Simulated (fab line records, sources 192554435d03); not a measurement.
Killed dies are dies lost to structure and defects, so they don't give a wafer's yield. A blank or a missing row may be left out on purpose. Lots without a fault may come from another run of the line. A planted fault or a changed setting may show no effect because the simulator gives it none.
Which tool did it? | flow n5_finfet | 24 lots, 72 wafers sampled, at 4 steps of a route of 1938

WHAT THE GAUGES READ, wafer by wafer
N5_SD_EPI_P_EPI_MEAS_23. Usual: thk_nm 60.9 nm, standard deviation 1.2.
lot  | measured    | on            | thk_nm (nm)    | flag
L074 | day 3 14:20 | film_metro-02 | 59.4 60.2 61.3 |
L075 | day 3 21:09 | film_metro-02 | 60.5 59.7 58.6 |
L076 | day 4 04:51 | film_metro-02 | 61.3 62.3 63.9 |
L077 | day 4 10:37 | film_metro-02 | 59.9 60.2 60.3 |
L078 | day 4 12:41 | film_metro-02 | 61.4 63.3 60.4 |
L079 | day 4 17:17 | film_metro-02 | 60.8 59.6 59.5 |
L080 | day 4 20:53 | film_metro-02 | 60.8 59.8 60.7 |
L081 | day 5 02:26 | film_metro-02 | 60.5 61.4 63.3 |
L082 | day 5 08:34 | film_metro-02 | 60.9 63.3 60.6 |
L083 | day 5 17:10 | film_metro-02 | 61.3 59.9 62.5 |
L084 | day 5 23:35 | film_metro-02 | 61.2 60.9 60.1 |
L085 | day 6 09:53 | film_metro-01 | 62.2 62.1 59.3 |
L086 | day 6 13:43 | film_metro-02 | 63.5 58.4 61.8 |
L087 | day 6 17:34 | film_metro-01 | 62.0 61.5 61.7 |
L088 | day 6 23:41 | film_metro-02 | 59.3 59.9 62.3 |
L089 | day 7 04:55 | film_metro-02 | 60.9 62.2 61.0 |
L090 | day 7 07:59 | film_metro-01 | 59.9 61.0 62.0 |
L091 | day 7 14:17 | film_metro-02 | 60.7 59.9 60.2 |
L092 | day 7 22:10 | film_metro-02 | 62.2 60.9 60.5 |
L093 | day 8 04:45 | film_metro-01 | 60.5 62.0 60.1 |
L094 | day 8 11:17 | film_metro-01 | 61.1 61.3 59.9 |
L095 | day 8 16:57 | film_metro-01 | 60.5 61.9 61.0 |
L096 | day 8 22:18 | film_metro-01 | 61.8 62.4 60.1 |
L097 | day 9 03:19 | film_metro-02 | 61.9 63.2 62.6 |

WHICH TOOL RAN EACH LOT (tool, then ch and the chambers of the sampled wafers, then the start)
lot  | N5_SD_EPI_N_ETCHBACK_44           | N5_SD_EPI_N_STRIP_38                | N5_SD_EPI_N_LINER_46
L074 | rie_diel-02 ch 0,2,3, day 3 05:28 | plasma_asher-02 ch 0,1, day 3 05:50 | ald_sin-02 ch 0,1,2, day 3 09:38
L075 | rie_diel-05 ch 1,2,3, day 3 11:26 | plasma_asher-01 ch 0,1, day 3 11:49 | ald_sin-02 ch 0,1,3, day 3 16:52
L076 | rie_diel-06 ch 0,1,2, day 3 21:14 | plasma_asher-01 ch 0,1, day 3 21:34 | ald_sin-02 ch 0,2,3, day 4 00:34
L077 | rie_diel-05 ch 1,2,3, day 4 02:26 | plasma_asher-01 ch 0,1, day 4 02:48 | ald_sin-03 ch 0,2,3, day 4 06:28
L078 | rie_diel-05 ch 0,1,2, day 4 05:05 | plasma_asher-02 ch 0,1, day 4 05:29 | ald_sin-02 ch 1,2,3, day 4 08:23
L079 | rie_diel-05 ch 0,1,3, day 4 08:04 | plasma_asher-01 ch 0,1, day 4 08:25 | ald_sin-02 ch 0,1,3, day 4 12:08
L080 | rie_diel-05 ch 1,3, day 4 12:56   | plasma_asher-01 ch 0,1, day 4 13:19 | ald_sin-01 ch 0,1,3, day 4 16:37
L081 | rie_diel-05 ch 0,2,3, day 4 18:28 | plasma_asher-01 ch 0,1, day 4 18:50 | ald_sin-03 ch 0,2, day 4 22:10
L082 | rie_diel-06 ch 1,3, day 5 00:14   | plasma_asher-01 ch 0,1, day 5 00:37 | ald_sin-03 ch 1,2, day 5 04:17
L083 | rie_diel-05 ch 1,2, day 5 08:47   | plasma_asher-02 ch 0,1, day 5 09:11 | ald_sin-01 ch 0,1, day 5 12:49
L084 | rie_diel-05 ch 0,1,3, day 5 15:18 | plasma_asher-01 ch 0, day 5 15:40   | ald_sin-01 ch 0,3, day 5 19:19
L085 | rie_diel-06 ch 1,3, day 5 23:55   | plasma_asher-01 ch 0,1, day 6 00:16 | ald_sin-01 ch 0,2, day 6 04:37
L086 | rie_diel-05 ch 0,1,2, day 6 05:34 | plasma_asher-02 ch 0,1, day 6 05:56 | ald_sin-02 ch 0,2,3, day 6 09:25
L087 | rie_diel-02 ch 0,1,3, day 6 09:10 | plasma_asher-01 ch 0,1, day 6 09:32 | ald_sin-02 ch 0,1,2, day 6 12:27
L088 | rie_diel-06 ch 1,2,3, day 6 15:16 | plasma_asher-01 ch 0,1, day 6 15:38 | ald_sin-01 ch 0,1,3, day 6 18:33
L089 | rie_diel-02 ch 0,3, day 6 20:29   | plasma_asher-02 ch 0,1, day 6 20:51 | ald_sin-03 ch 1,2,3, day 6 23:51
L090 | rie_diel-02 ch 0,2, day 7 00:11   | plasma_asher-01 ch 0,1, day 7 00:33 | ald_sin-02 ch 0,1,2, day 7 03:29
L091 | rie_diel-05 ch 0,1,3, day 7 05:59 | plasma_asher-02 ch 0,1, day 7 06:22 | ald_sin-02 ch 0,1,2, day 7 09:17
L092 | rie_diel-05 ch 1,2,3, day 7 13:02 | plasma_asher-01 ch 0,1, day 7 13:25 | ald_sin-03 ch 0,2,3, day 7 17:10
L093 | rie_diel-05 ch 0,1,3, day 7 19:37 | plasma_asher-01 ch 0,1, day 7 19:59 | ald_sin-02 ch 0,1,3, day 7 23:38
L094 | rie_diel-06 ch 0,1, day 8 02:05   | plasma_asher-01 ch 0,1, day 8 02:28 | ald_sin-02 ch 0,2,3, day 8 06:08
L095 | rie_diel-06 ch 1,3, day 8 09:11   | plasma_asher-01 ch 0,1, day 8 09:40 | ald_sin-03 ch 1,2,3, day 8 12:40
L096 | rie_diel-02 ch 1,2, day 8 13:40   | plasma_asher-02 ch 0,1, day 8 14:02 | ald_sin-03 ch 0,1,2, day 8 18:01
L097 | rie_diel-06 ch 1,2, day 8 19:37   | plasma_asher-02 ch 0,1, day 8 19:59 | ald_sin-01 ch 0,2,3, day 8 23:02
- N5_SD_EPI_N_ETCHBACK_44: etches SiNx in CH3F/O2, stops on SiO2, target depth 14.5 nm.
- N5_SD_EPI_N_STRIP_38: strips in N2/H2.
- N5_SD_EPI_N_LINER_46: material SiNx, target thk 3 nm.

WHAT THE TOOLS THEMSELVES READ (means of the sampled wafers that have a number; where no wafer has one, the mark that the record gives instead)
N5_SD_EPI_N_ETCHBACK_44. Usual: drypump_motor_current_A 5.6 A, standard deviation 0.53; oes_product_au 0.67 a.u., standard deviation 0.068; rf_vpp_V 293 V, standard deviation 7.8; showerhead_plenum_p_Torr 2.02 Torr, standard deviation 0.048; throttle_valve_pct 16.29 %, standard deviation 0.28.
lot  | tool        | drypump_motor_current_A (A) | oes_product_au (a.u.) | rf_vpp_V (V) | showerhead_plenum_p_Torr (Torr) | throttle_valve_pct (%) | flag
L074 | rie_diel-02 | 5.5                         | 0.62                  | 295          | 2.08                            | 16.61                  |
L075 | rie_diel-05 | 5.5                         | 0.68                  | 292          | 2.02                            | 16.20                  |
L076 | rie_diel-06 | 5.7                         | 0.67                  | 296          | 2.06                            | 16.26                  |
L077 | rie_diel-05 | 5.5                         | 0.68                  | 290          | 2.02                            | 16.22                  |
L078 | rie_diel-05 | 5.7                         | 0.70                  | 285          | 1.98                            | 16.19                  |
L079 | rie_diel-05 | 5.6                         | 0.65                  | 293          | 2.01                            | 16.27                  |
L080 | rie_diel-05 | 5.4                         | 0.62                  | 297          | 2.05                            | 16.31                  |
L081 | rie_diel-05 | 5.9                         | 0.70                  | 290          | 1.99                            | 16.23                  |
L082 | rie_diel-06 | 5.4                         | 0.80                  | 301          | 1.98                            | 15.77                  |
L083 | rie_diel-05 | 5.6                         | 0.72                  | 285          | 1.98                            | 16.16                  |
L084 | rie_diel-05 | 5.6                         | 0.65                  | 292          | 2.00                            | 16.29                  |
L085 | rie_diel-06 | 5.4                         | 0.78                  | 300          | 1.98                            | 15.78                  |
L086 | rie_diel-05 | 5.7                         | 0.69                  | 286          | 1.97                            | 16.21                  |
L087 | rie_diel-02 | 5.8                         | 0.62                  | 295          | 2.05                            | 16.68                  |
L088 | rie_diel-06 | 5.5                         | 0.70                  | 300          | 2.01                            | 16.04                  |
L089 | rie_diel-02 | 5.9                         | 0.60                  | 298          | 2.06                            | 16.76                  |
L090 | rie_diel-02 | 5.8                         | 0.61                  | 302          | 2.07                            | 16.70                  |
L091 | rie_diel-05 | 5.6                         | 0.63                  | 293          | 2.00                            | 16.32                  |
L092 | rie_diel-05 | 5.5                         | 0.66                  | 291          | 2.01                            | 16.27                  |
L093 | rie_diel-05 | 5.6                         | 0.63                  | 292          | 2.00                            | 16.32                  |
L094 | rie_diel-06 | 6.1                         | 0.69                  | 293          | 2.05                            | 16.11                  |
L095 | rie_diel-06 | 5.3                         | 0.74                  | 300          | 1.98                            | 15.82                  |
L096 | rie_diel-02 | 5.5                         | 0.64                  | 296          | 2.03                            | 16.59                  |
L097 | rie_diel-06 | 6.1                         | 0.73                  | 299          | 2.02                            | 15.98                  |

N5_SD_EPI_N_STRIP_38. Usual: drypump_motor_current_A 5.6 A, standard deviation 0.36; heater_power_w 333 W, standard deviation 20; oes_product_au 0.762 a.u., standard deviation 0.011.
lot  | tool            | drypump_motor_current_A (A) | heater_power_w (W) | oes_product_au (a.u.) | flag
L074 | plasma_asher-02 | 6.1                         | 354                | 0.765                 |
L075 | plasma_asher-01 | 5.5                         | 312                | 0.768                 |
L076 | plasma_asher-01 | 5.4                         | 322                | 0.756                 |
L077 | plasma_asher-01 | 5.5                         | 318                | 0.771                 |
L078 | plasma_asher-02 | 6.1                         | 353                | 0.762                 |
L079 | plasma_asher-01 | 5.5                         | 321                | 0.760                 |
L080 | plasma_asher-01 | 5.5                         | 314                | 0.755                 |
L081 | plasma_asher-01 | 5.4                         | 325                | 0.761                 |
L082 | plasma_asher-01 | 5.5                         | 318                | 0.758                 |
L083 | plasma_asher-02 | 5.9                         | 363                | 0.762                 |
L084 | plasma_asher-01 | 5.6                         | 315                | 0.755                 |
L085 | plasma_asher-01 | 5.4                         | 327                | 0.758                 |
L086 | plasma_asher-02 | 5.8                         | 365                | 0.767                 |
L087 | plasma_asher-01 | 5.4                         | 324                | 0.768                 |
L088 | plasma_asher-01 | 5.4                         | 331                | 0.747                 |
L089 | plasma_asher-02 | 5.9                         | 356                | 0.766                 |
L090 | plasma_asher-01 | 5.5                         | 321                | 0.767                 |
L091 | plasma_asher-02 | 6.1                         | 353                | 0.757                 |
L092 | plasma_asher-01 | 5.4                         | 323                | 0.773                 |
L093 | plasma_asher-01 | 5.5                         | 318                | 0.768                 |
L094 | plasma_asher-01 | 5.4                         | 323                | 0.758                 |
L095 | plasma_asher-01 | 5.4                         | 328                | 0.764                 |
L096 | plasma_asher-02 | 5.9                         | 364                | 0.762                 |
L097 | plasma_asher-02 | 5.8                         | 354                | 0.762                 |

N5_SD_EPI_N_LINER_46. Usual: chamber_pressure_Torr 2.000 Torr, standard deviation 0.0045; heater_power_w 845 W, standard deviation 76.
lot  | tool       | chamber_pressure_Torr (Torr) | heater_power_w (W) | flag
L074 | ald_sin-02 | 2.001                        | 815                |
L075 | ald_sin-02 | 1.997                        | 863                |
L076 | ald_sin-02 | 1.999                        | 847                |
L077 | ald_sin-03 | 1.997                        | 880                |
L078 | ald_sin-02 | 2.000                        | 858                |
L079 | ald_sin-02 | 1.999                        | 865                |
L080 | ald_sin-01 | 1.997                        | 823                |
L081 | ald_sin-03 | 2.000                        | 962                |
L082 | ald_sin-03 | 2.003                        | 899                |
L083 | ald_sin-01 | 2.003                        | 812                |
L084 | ald_sin-01 | 1.998                        | 809                |
L085 | ald_sin-01 | 2.003                        | 868                |
L086 | ald_sin-02 | 1.999                        | 864                |
L087 | ald_sin-02 | 1.999                        | 828                |
L088 | ald_sin-01 | 2.004                        | 806                |
L089 | ald_sin-03 | 2.000                        | 834                |
L090 | ald_sin-02 | 1.997                        | 829                |
L091 | ald_sin-02 | 1.997                        | 831                |
L092 | ald_sin-03 | 2.001                        | 871                |
L093 | ald_sin-02 | 2.001                        | 863                |
L094 | ald_sin-02 | 1.998                        | 847                |
L095 | ald_sin-03 | 2.001                        | 829                |
L096 | ald_sin-03 | 2.004                        | 914                |
L097 | ald_sin-01 | 2.001                        | 820                |

THE ANSWER, worked out from the rows above alone
Rule: a lot is off if the mean of its wafers that have a number lies more than 3 standard deviations from the usual mean. A lot without any number at a reading at which 4 lots or more have one is off too. The other lots that the step has rows for count as sound. The gauges are gone through in route order, then the tools' own readings, and for those a lot's mean is taken as printed above. The first step at which some lot is off is used, and at that step the reading that is off furthest; a lot without a number counts as furthest.
No lot is off at any reading shown: from this, nothing can be told.

WHAT THE SIMULATOR HAD PUT IN
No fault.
